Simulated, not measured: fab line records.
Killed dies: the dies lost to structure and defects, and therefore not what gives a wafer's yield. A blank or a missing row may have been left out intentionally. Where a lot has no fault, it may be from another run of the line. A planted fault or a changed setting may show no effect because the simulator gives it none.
Split-lot experiment -- flow n5-finfet -- 21 wafers read from 7 lots, route of 1938 steps

## THE SPLIT ITSELF
At N5_BEOL_M7_VIA_ETCH_34 (etches SiCOH lowk in C4F6/O2, target depth 125.5 nm, time 50.5 s), the setting source-w was moved away from the recipe's 345 W on 7 of the 21 wafers read, by -8.2% to +14.1%. This setting was run at the recipe's value on the other wafers.

The reading comes from the split's own step.

## THE READING
rf-vpp-V, in V, at N5_BEOL_M7_VIA_ETCH_34 (etches SiCOH lowk in C4F6/O2, target depth 125.5 nm, time 50.5 s). Fault-free wafers of this fab line usually give 667 V, standard deviation 7.7 V.

wafer,"tool, chamber at the split","source-w as run, W",against the recipe,"rf-vpp-V, V",against lot-mates on the recipe
L076.1,"rie-diel-04, 0",316.8,-8.2%,688,+31
L076.2,"rie-diel-04, 1",316.8,-8.2%,698,+41
L076.5,"rie-diel-04, 3",345,recipe,657,-
L077.4,"rie-diel-04, 3",345,recipe,657,-
L077.5,"rie-diel-04, 3",345,recipe,657,-
L077.6,"rie-diel-04, 0",345,recipe,659,-
L082.1,"rie-diel-03, 1",345,recipe,676,-
L082.2,"rie-diel-03, 3",345,recipe,677,-
L082.5,"rie-diel-03, 2",345,recipe,664,-
L084.2,"rie-diel-01, 0",345,recipe,658,-
L084.5,"rie-diel-01, 0",345,recipe,655,-
L084.6,"rie-diel-01, 1",345,recipe,668,-
L089.1,"rie-diel-01, 3",393.6,+14.1%,633,-30
L089.4,"rie-diel-01, 2",393.6,+14.1%,622,-41
L089.6,"rie-diel-01, 2",345,recipe,663,-
L093.2,"rie-diel-04, 0",345,recipe,658,-
L093.4,"rie-diel-04, 0",324.3,-6.0%,680,+17
L093.5,"rie-diel-04, 1",345,recipe,668,-
L094.1,"rie-diel-01, 0",380.7,+10.3%,622,-40
L094.2,"rie-diel-01, 2",345,recipe,662,-
L094.4,"rie-diel-01, 1",380.7,+10.3%,636,-26

THE FIT
A straight line over all 21 wafers: rf-vpp-V changes by -2.96 V for each +1% of source-w; r = -0.93; the points scatter about the line by 7.3 V.
The same after taking each lot's own level away (the mean of its wafers on the recipe; 21 wafers): -3.1 V for each +1%; r = -0.95; scatter 6.4 V.
According to that fit, moving source-w by its largest amount changes the reading by 44 V.
The span of the lots' own levels, 657.0 to 672.3 V, comes to 2.0 times the standard deviation stated above.
Hence the lot-to-lot level has little effect on the slope; both slopes agree.
Check: -46.4 V against its lot-mates is what the line predicts for one of the wafers moved furthest among these (+14.1%) when that wafer is left out of the fit. It came out at -30 V against them.
Tool readings at the split's step, against how far the setting was moved: rf-vpp-V r = -0.93.

## OTHER SPLITS ON THESE WAFERS
Other splits were also applied to these wafers ahead of the reading. Each is held against what the fit with the lots' levels taken away leaves over:
other split on the same wafers,wafers away from the commonest value,r with rf-vpp-V (lot level and that fit taken away)
N5_BEOL_M6_TRENCH_ETCH_37 time-s,12,+0.52

## FILE'S OWN FIT
rf-vpp-V changes by -3.05 V for each +1% of source-w, r = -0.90.
